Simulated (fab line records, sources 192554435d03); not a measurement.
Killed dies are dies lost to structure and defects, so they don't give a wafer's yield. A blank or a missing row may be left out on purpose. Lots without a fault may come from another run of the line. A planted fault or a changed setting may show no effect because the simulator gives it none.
Chamber matching | flow n5_finfet | N5_BEOL_M7_STRIP_19 on rie_diel-02: 4 sister chambers
The step strips in O2. 14 wafers are shown with their chamber, then 7 later ones without.

WAFERS WITH THEIR CHAMBER
wafer  | chamber | drypump_motor_current_A (A) | showerhead_plenum_p_Torr (Torr) | oes_product_au (a.u.)
L074.2 | 3       | 5.9                         | 2.01                            | 0.73
L074.5 | 2       | 6.1                         | 2.04                            | 0.86
L074.6 | 1       | 5.6                         | 2.01                            | 0.75
L076.1 | 3       | 5.9                         | 2.00                            | 0.71
L076.2 | 1       | 5.6                         | 2.01                            | 0.74
L076.4 | 2       | 6.1                         | 2.04                            | 0.84
L082.1 | 0       | 4.8                         | 2.15                            | 0.94
L082.3 | 3       | 5.9                         | 2.00                            | 0.72
L082.4 | 2       | 6.1                         | 2.04                            | 0.83
L080.3 | 1       | 5.6                         | 2.01                            | 0.73
L080.5 | 1       | 5.6                         | 2.00                            | 0.74
L080.6 | 0       | 4.8                         | 2.15                            | 0.94
L083.1 | 2       | 6.0                         | 2.04                            | 0.84
L083.4 | 1       | 5.6                         | 2.00                            | 0.74

SIGNATURES (means of the wafers above)
reading                  | chamber 0 | chamber 1 | chamber 2 | chamber 3 | scatter within a chamber
drypump_motor_current_A  | 4.800     | 5.600     | 6.075     | 5.900     | 0.0274
showerhead_plenum_p_Torr | 2.1500    | 2.0060    | 2.0400    | 2.0033    | 0.00432
oes_product_au           | 0.9400    | 0.7400    | 0.8425    | 0.7200    | 0.00935
Rule: a wafer's distance from a chamber is the root of the sum, over the readings, of the square of ((its reading less the chamber's mean) divided by the reading's scatter). The wafer belongs to the nearest chamber; if the next one is less than 2 further off, it can't be placed. The scatter: the root of (the sum of the squares of (reading less its chamber's mean) over the shown wafers, divided by (wafers less chambers)).

WAFERS WITHOUT THEIR CHAMBER
wafer  | drypump_motor_current_A (A) | showerhead_plenum_p_Torr (Torr) | oes_product_au (a.u.)
L083.6 | 5.9                         | 2.00                            | 0.72
L087.2 | 5.6                         | 2.00                            | 0.73
L087.3 | 5.9                         | 2.00                            | 0.70
L087.5 | 4.8                         | 2.15                            | 0.92
L091.1 | 6.1                         | 2.03                            | 0.80
L091.4 | 4.8                         | 2.14                            | 0.89
L091.6 | 6.0                         | 2.03                            | 0.80

WHICH CHAMBER EACH WENT THROUGH
wafer  | from the rows above | in truth
L083.6 | 3                   | 3
L087.2 | 1                   | 1
L087.3 | 3                   | 3
L087.5 | 0                   | 0
L091.1 | 2                   | 2
L091.4 | 0                   | 0
L091.6 | 2                   | 2
Placed correctly: 7 of 7. Can't be placed from these rows: 0. Placed wrongly: 0.
